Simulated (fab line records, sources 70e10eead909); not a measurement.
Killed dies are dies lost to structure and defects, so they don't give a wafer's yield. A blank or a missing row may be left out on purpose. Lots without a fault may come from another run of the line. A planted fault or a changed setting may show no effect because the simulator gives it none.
Chamber matching | flow nand_harc | NHARC_A_M1_CMP_23 on cmp-04: 4 sister chambers
The step polishes, t overpolish 20 s, target thk 154.34 nm. 4 wafers are shown with their chamber, then 8 later ones without.

WAFERS WITH THEIR CHAMBER
wafer  | chamber | motor_current_A (A)
L084.1 | 1       | 11.1
L084.2 | 3       | 10.7
L084.3 | 2       | 10.3
L093.3 | 0       | 11.4

WAFERS WITHOUT THEIR CHAMBER
wafer  | motor_current_A (A)
L093.5 | 11.3
L093.6 | 11.9
L094.2 | 11.0
L094.3 | 12.4
L094.4 | 11.0
L095.2 | 10.5
L095.4 | 10.8
L095.5 | 11.9

WHICH CHAMBER EACH WENT THROUGH
wafer  | from the rows above               | in truth
L093.5 | can't be placed: 0 or 1 or 3      | 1
L093.6 | can't be placed: 0 or 1 or 3      | 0
L094.2 | can't be placed: 1 or 3 or 0 or 2 | 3
L094.3 | can't be placed: 0 or 1 or 3      | 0
L094.4 | can't be placed: 1 or 3 or 0 or 2 | 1
L095.2 | can't be placed: 2 or 3 or 1 or 0 | 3
L095.4 | can't be placed: 3 or 1 or 2 or 0 | 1
L095.5 | can't be placed: 0 or 1 or 3      | 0
Placed correctly: 0 of 8. Can't be placed from these rows: 8 (the true chamber is among the candidates in 8). Placed wrongly: 0.
How it was worked out, from the rows above alone: a wafer's distance from a chamber is the root of the sum, over the readings, of the square of ((its reading less the chamber's mean) divided by the reading's scatter). The wafer belongs to the nearest chamber; if the next one is less than 2 further off, it can't be placed. A chamber's mean is the mean of its shown wafers. The scatter: with one shown wafer a chamber, the root of the mean of the squares of how far each hidden wafer lies from its nearest shown one.
